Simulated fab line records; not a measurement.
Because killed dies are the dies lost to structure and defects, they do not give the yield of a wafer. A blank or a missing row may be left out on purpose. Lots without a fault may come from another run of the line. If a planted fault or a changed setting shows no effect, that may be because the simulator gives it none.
Which tool is to blame? :: flow n5-finfet :: at 1 step of a route of 1938, 11 lots with 33 wafers sampled

## WHAT THE GAUGES SHOWED, per wafer
N5_MOL_CONTACT_COAG_CD_MEAS_137 targets a cd of 16 nm.
lot: L075
measured: day 5 14:55
on: cd-sem-01
cd-nm (nm): 16.1 15.5 16.0

lot: L077
measured: day 5 21:26
on: cd-sem-01
cd-nm (nm): 15.9 15.9 15.9

lot: L079
measured: day 6 08:56
on: cd-sem-02
cd-nm (nm): 16.1 15.6 15.9

lot: L081
measured: day 6 22:37
on: cd-sem-01
cd-nm (nm): 15.3 16.1 16.0

lot: L083
measured: day 7 09:52
on: cd-sem-01
cd-nm (nm): 15.7 15.7 16.1

lot: L085
measured: day 7 21:17
on: cd-sem-03
cd-nm (nm): 15.9 16.0 16.0

lot: L088
measured: day 8 18:25
on: cd-sem-03
cd-nm (nm): 16.1 16.2 15.9

lot: L090
measured: day 9 01:19
on: cd-sem-01
cd-nm (nm): 15.5 15.7 15.7

lot: L092
measured: day 9 19:04
on: cd-sem-03
cd-nm (nm): 16.2 16.2 15.9

lot: L094
measured: day 10 06:23
on: cd-sem-03
cd-nm (nm): 15.7 16.1 15.6

lot: L096
measured: day 10 20:49
on: cd-sem-01
cd-nm (nm): 15.8 15.5 15.5

## TOOL THAT RAN EACH LOT (tool first, then ch and the chambers of the sampled wafers, then the start)
There is no process step in the record ahead of these readings.

## THE ANSWER, worked out from the rows above alone
Rule: the lots themselves supply what counts as usual. Put in order of their means at a reading, lots are off if they are a third of the lots or fewer, leave a main group of 4 or more, and stand apart from it by a gap of 3 or more times the standard deviation of the main group's means; of several such gaps the widest counts. If all means in a main group match to the digits the tables above print for the reading, that group is not used. A lot without any number at a reading at which 4 lots or more have one is off too. The other lots that the step has rows for count as sound.
Nothing can be told from this: no lot is off at any reading shown.

## WHAT WAS PUT IN BY THE SIMULATOR
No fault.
